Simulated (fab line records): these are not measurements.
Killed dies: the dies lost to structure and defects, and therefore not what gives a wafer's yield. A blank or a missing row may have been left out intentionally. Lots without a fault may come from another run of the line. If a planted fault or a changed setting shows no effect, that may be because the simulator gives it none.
Commonality check across tools ; flow nand-harc ; Lots sampled 2, wafers sampled 6

## WHAT PROMPTED THE OPENING
Flagged at NHARC_END_SORT_01: reading killed-at-array, on 2 of 2 lots. Fault-free wafers read 46, with a standard deviation of 16.
Rule: a lot is flagged when every wafer of it that has a number lies more than 4 standard deviations from that mean, or none has a number. The rest of the lots are taken to be sound.

lot;measured;on;killed-at-array, wafer by wafer;flag
L904;day 33 02:43;prober-01;118 124 124;FLAGGED
L906;day 33 15:07;prober-02;120 118 132;FLAGGED
Average over the flagged lots: 123; offset from the usual +77, equal to +5 standard deviations.

## EACH LOT AND THE TOOL IT RAN ON
The record holds 4 process steps before the reading, out of a route of 1302 steps. Cell contents, in order: the tool; ch with the chambers the sampled wafers went through; the start.
lot;flag;NHARC_A_WL_FILL_CVD_20;NHARC_A_BONDPAD_CMP_19;NHARC_THIN_TSV_STRIP_45;NHARC_THIN_TSV_DEP_47
L904;FLAGGED;cvd-w-01 ch 0,1, day 29 08:30;cmp-03 ch 0,2,3, day 31 16:41;plasma-asher-01 ch 0,1, day 32 12:50;pecvd-02 ch 0,1,2, day 32 13:38
L906;FLAGGED;cvd-w-01 ch 0,1, day 30 07:35;cmp-04 ch 0,2,3, day 32 10:58;plasma-asher-02 ch 0,1, day 33 00:49;pecvd-02 ch 1,2, day 33 01:37
What the steps here do:
- NHARC_A_WL_FILL_CVD_20: deposits W, target thk 100 nm, time 74 s.
- NHARC_A_BONDPAD_CMP_19: polishes, t overpolish 30 s, cu recess touch 16 s, target thk 169.82 nm.
- NHARC_THIN_TSV_STRIP_45: strips in O2.
- NHARC_THIN_TSV_DEP_47: deposits SiO2, target thk 200 nm.
- NHARC_END_SORT_01

## FLAGGED AGAINST TOTAL, ONE TOOL AT A TIME (gauges that did the reading follow at the end)
step;tool;lots run;flagged;share of the flagged lots;sound lots run after its first flagged lot
NHARC_A_WL_FILL_CVD_20;cvd-w-01;2;2;all;0
NHARC_A_BONDPAD_CMP_19;cmp-03;1;1;some;0
NHARC_A_BONDPAD_CMP_19;cmp-04;1;1;some;0
NHARC_THIN_TSV_STRIP_45;plasma-asher-01;1;1;some;0
NHARC_THIN_TSV_STRIP_45;plasma-asher-02;1;1;some;0
NHARC_THIN_TSV_DEP_47;pecvd-02;2;2;all;0
NHARC_END_SORT_01;prober-01;1;1;some;0
NHARC_END_SORT_01;prober-02;1;1;some;0

## WHAT IS ALLOWED BY THE TABLE
Every flagged lot went through 2 rows of the table: cvd-w-01 at NHARC_A_WL_FILL_CVD_20 and pecvd-02 at NHARC_THIN_TSV_DEP_47.
- cvd-w-01 at NHARC_A_WL_FILL_CVD_20: 2 of its 2 lots flagged. In this sample it ran no sound lot ahead of its first flagged lot, so there is no way to narrow down the start.
- pecvd-02 at NHARC_THIN_TSV_DEP_47: 2 of its 2 lots flagged. In this sample it ran no sound lot ahead of its first flagged lot, so there is no way to narrow down the start.
Counting lots can't tell these 2 tools apart, because each fits a fault that began at some hour. More lots, or a look at what each step does to the wafer, might.

## WHAT THE SIMULATOR HAD PUT IN
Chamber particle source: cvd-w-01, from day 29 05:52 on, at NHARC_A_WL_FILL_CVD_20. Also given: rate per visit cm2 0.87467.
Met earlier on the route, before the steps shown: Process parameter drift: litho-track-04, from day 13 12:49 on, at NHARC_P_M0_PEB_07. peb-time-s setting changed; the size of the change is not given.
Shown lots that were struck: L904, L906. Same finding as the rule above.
